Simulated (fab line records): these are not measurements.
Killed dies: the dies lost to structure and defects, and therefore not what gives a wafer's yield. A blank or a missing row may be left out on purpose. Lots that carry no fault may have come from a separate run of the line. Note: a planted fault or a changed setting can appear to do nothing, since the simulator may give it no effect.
Struck lot and sound lot, side by side :: flow nand harc :: 43 steps out of a route of 1159
Sound: wafers L981.3, L981.5, L981.6. The struck wafers were L987.2, L987.3, L987.5. The cause is named last.
Each step with rows lists, per side, the tool, then ch with its chambers, then its first start. Under that, the readings that differ: sound wafers :: struck wafers :: difference of the means :: sigmas: that difference in standard deviations of wafers without a fault.
alike: same words and numbers on both sides, and readings whose means sit less than 2 such deviations apart. not compared: any withheld reading, any reading some wafer has no value for, any bound like >300 that may hide the same value, and any number with overlapping values for which the record gives no deviation.
Wherever a step has rows on one side only, a row that says differs or no value, or a row with sigmas, the two part there. Numbers that don't overlap but have no deviation are shown without sigmas and don't part them. Lack of a reading on every wafer of one side parts them only where that side has two or more wafers.

first, 2 steps without rows for these wafers: NHARC_THIN_TSV_PEB_10 (peb time 85 s); NHARC_THIN_TSV_DEVELOP_11 (time 70 s).
NHARC_THIN_TSV_CD_MEAS_12 targets a cd of 1000 nm.
  sound on cd sem-03 ch 0, day 21 22:19; struck on cd sem-01 ch 0, day 22 23:04
  alike: cd nm
then, 4 steps without rows for these wafers: NHARC_THIN_TSV_HARDBAKE_13 (time 80 s); NHARC_THIN_TSV_DESCUM_14 (chemistry O2, time 3 s); NHARC_THIN_TSV_ETCH_44 (etches the open film in CF4/O2, target depth 1594.2 nm, time 797.1 s); NHARC_THIN_TSV_ETCH_15 (target depth 3000 nm, bosch target overetch cycles 2, bosch etch step 2.8 s).
NHARC_THIN_TSV_CD_MEAS_16:
  struck on cd sem-03, day 23 00:01; sound on cd sem-02, day 21 23:16
  alike: cd nm
NHARC_THIN_TSV_STRIP_45: strips in O2.
  sound on plasma asher-02 ch 0,1, day 21 23:29; struck on plasma asher-02 ch 0, day 23 00:05
  alike: drypump motor current A, heater power w
  not compared: rf hours counter h
then, 1 step without rows for these wafers: NHARC_THIN_TSV_STRIP_46 (strips in post etch residue remover, time 1200 s).
NHARC_THIN_TSV_DEP_47: deposits SiO2, target thk 200 nm.
  sound on pecvd-01 ch 1,2, day 22 00:12; struck on pecvd-02 ch 0,1,2, day 23 00:53
  alike: mfc precursor sccm, throttle valve pct
then, 1 step without rows for these wafers: NHARC_THIN_TSV_ETCHBACK_48 (etches the open film in C4F8/Ar, target depth 1028.5 nm, time 405.17 s).
NHARC_THIN_TSV_STRIP_62: strips in N2/H2, time 20 s.
  sound on plasma asher-02 ch 0,1, day 22 01:17; struck on plasma asher-02 ch 0,1, day 23 01:40
  alike: drypump motor current A, heater power w
  not compared: rf hours counter h
then, 3 steps without rows for these wafers: NHARC_THIN_TSV_DEGAS_49 (time 120 s); NHARC_THIN_TSV_PRE_CLEAN_50 (time 30 s); NHARC_THIN_TSV_PVD_19 (deposits TaN, target thk 20 nm).
NHARC_THIN_TSV_PVD_51: deposits Cu, target thk 100 nm.
  sound on pvd sputter-03; struck on pvd sputter-03
  alike: throttle valve pct
then, 16 steps without rows for these wafers: NHARC_THIN_TSV_ECD_20 (material Cu, target thk 2000 nm); NHARC_THIN_TSV_ANNEAL_52 (time 90 s); NHARC_THIN_TSV_CMP_21 (polishes, t overpolish 30 s, target thk 2000 nm); NHARC_THIN_TSV_SRD_23; NHARC_THIN_TSV_DEGAS_53 (time 60 s); NHARC_THIN_TSV_PRE_CLEAN_54 (time 30 s); NHARC_THIN_TSV_PVD_55 (deposits TiN, target thk 50 nm); NHARC_THIN_TSV_PVD_24 (deposits Al, target thk 800 nm); NHARC_THIN_TSV_DEHYDRATE_25 (time 120 s); NHARC_THIN_TSV_HMDS_26 (time 30 s); NHARC_THIN_TSV_COAT_27; NHARC_THIN_TSV_SOFTBAKE_28 (time 95 s); NHARC_THIN_TSV_EBR_29; NHARC_THIN_TSV_EXPOSE_30 (exposes mask PAD); NHARC_THIN_TSV_PEB_31 (peb time 85 s); NHARC_THIN_TSV_DEVELOP_32 (time 70 s).
NHARC_THIN_TSV_CD_MEAS_33 targets a cd of 5000 nm.
  sound on cd sem-02 ch 0, day 22 04:27; struck on cd sem-03 ch 0, day 23 05:02
  alike: cd nm
then, 2 steps without rows for these wafers: NHARC_THIN_TSV_HARDBAKE_34 (time 80 s); NHARC_THIN_TSV_DESCUM_35 (chemistry O2, time 3 s).
NHARC_THIN_TSV_ETCH_59: etches the open film in Cl2/BCl3, target depth 880 nm, time 138.1 s.
  sound on rie metal-03 ch 0,1, day 22 04:50; struck on rie metal-02 ch 0, day 23 05:22
  alike: drypump motor current A, he backside leak sccm, oes product au, throttle valve pct
  not compared: rf hours counter h
then, 1 step without rows for these wafers: NHARC_THIN_TSV_ETCH_36 (etches the open film in Cl2/BCl3, target depth 65 nm, time 18.571 s).
NHARC_THIN_TSV_STRIP_56: strips in O2.
  sound on plasma asher-01 ch 0,1, day 22 05:11; struck on plasma asher-01 ch 0,1, day 23 05:43
  alike: drypump motor current A, heater power w
  not compared: rf hours counter h
then, 1 step without rows for these wafers: NHARC_THIN_TSV_STRIP_57 (strips in post etch residue remover, time 1200 s).
NHARC_THIN_TSV_CD_MEAS_37:
  struck on cd sem-02, day 23 06:32; sound on cd sem-03, day 22 05:53
  alike: cd nm
NHARC_END_WLT_00:
  struck on prober-02, day 23 18:01; sound on prober-02, day 22 11:25
  alike: VT_DECK1_BOTTOM, VT_DECK1_BOTTOM_INNER, VT_DECK1_MEDIAN_NEAR_BOTTOM, VT_DECK1_MEDIAN_NEAR_BOTTOM_INNER, VT_DECK1_MIDDLE, VT_DECK1_MIDDLE_INNER, VT_DECK1_TOP, VT_DECK1_TOP_INNER
  not compared: hold
NHARC_END_SORT_01:
  sound on prober-02 ch 0, day 22 15:03; struck on prober-01 ch 0, day 24 03:50
reading: hold
sound: - - -
struck: await dispo/9.6h/release await dispo/9.6h/release await dispo/9.6h/release
difference: no value on the sound wafers
sigmas: 

reading: defect limited yield (%)
sound: 95.4 97.0 95.0
struck: 84.0 86.1 82.3
difference: -11.7
sigmas: -8

reading: killed at other
sound: 0 0 0
struck: 90 67 98
difference: +85
sigmas: +85

reading: killed dies
sound: 31 20 34
struck: 108 94 120
difference: +79
sigmas: +8

reading: sort_bin_2_pct (%)
sound: 1.3 1.0 1.9
struck: 7.4 6.4 6.8
difference: +5.5
sigmas: +10

reading: sort_bin_3_pct (%)
sound: 0.30 0.15 0.44
struck: 3.40 2.95 4.43
difference: +3.30
sigmas: +16

reading: sort_bin_4_pct (%)
sound: 3.0 1.8 2.7
struck: 5.2 4.6 6.5
difference: +2.9
sigmas: +3

reading: sort n pass
sound: 646 657 643
struck: 569 583 557
difference: -79
sigmas: -8

reading: sort yield pct (%)
sound: 95.4 97.0 95.0
struck: 84.0 86.1 82.3
difference: -11.7
sigmas: -8
  alike: killed at array, killed at periphery, killed open, killed short, sort rim yield pct

== WHERE THEY PART ==
NHARC_END_SORT_01 only, going by this record.

WHY: what the simulator had put in
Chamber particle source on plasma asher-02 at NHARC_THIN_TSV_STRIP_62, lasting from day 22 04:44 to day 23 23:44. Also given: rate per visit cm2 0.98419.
